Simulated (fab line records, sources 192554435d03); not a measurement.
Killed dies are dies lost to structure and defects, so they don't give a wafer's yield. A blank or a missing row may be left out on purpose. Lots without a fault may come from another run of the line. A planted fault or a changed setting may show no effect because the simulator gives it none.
Chamber matching | flow n5_finfet | N5_MOL_CONTACT_COAG_ALD_123 on ald_sin-01: 4 sister chambers
The step deposits SiNx, target thk 5 nm, pulse time 1 s, purge time 2 s. 8 wafers are shown with their chamber, then 7 later ones without.

WAFERS WITH THEIR CHAMBER
wafer  | chamber | heater_power_w (W) | precursor_pulse_height_rel
L850.5 | 0       | 826                | 1.000
L853.6 | 1       | 804                | 0.990
L854.2 | 3       | 721                | 0.983
L854.3 | 0       | 811                | 0.988
L854.6 | 2       | 865                | 0.987
L855.1 | 3       | 748                | 1.003
L855.4 | 2       | 868                | 1.017
L855.5 | 1       | 816                | 1.013

WAFERS WITHOUT THEIR CHAMBER
wafer  | heater_power_w (W) | precursor_pulse_height_rel
L859.1 | 732                | 1.005
L859.2 | 827                | 1.009
L859.4 | 857                | 1.004
L863.4 | 864                | 0.968
L863.6 | 739                | 0.975
L864.1 | 739                | 1.005
L864.6 | 722                | 1.032

WHICH CHAMBER EACH WENT THROUGH
wafer  | from the rows above     | in truth
L859.1 | 3                       | 3
L859.2 | can't be placed: 0 or 1 | 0
L859.4 | 2                       | 2
L863.4 | 2                       | 2
L863.6 | 3                       | 3
L864.1 | 3                       | 3
L864.6 | 3                       | 3
Placed correctly: 6 of 7. Can't be placed from these rows: 1 (the true chamber is among the candidates in 1). Placed wrongly: 0.
How it was worked out, from the rows above alone: a wafer's distance from a chamber is the root of the sum, over the readings, of the square of ((its reading less the chamber's mean) divided by the reading's scatter). The wafer belongs to the nearest chamber; if the next one is less than 2 further off, it can't be placed. A chamber's mean is the mean of its shown wafers. The scatter: the root of (the sum of the squares of (reading less its chamber's mean) over the shown wafers, divided by (wafers less chambers)).
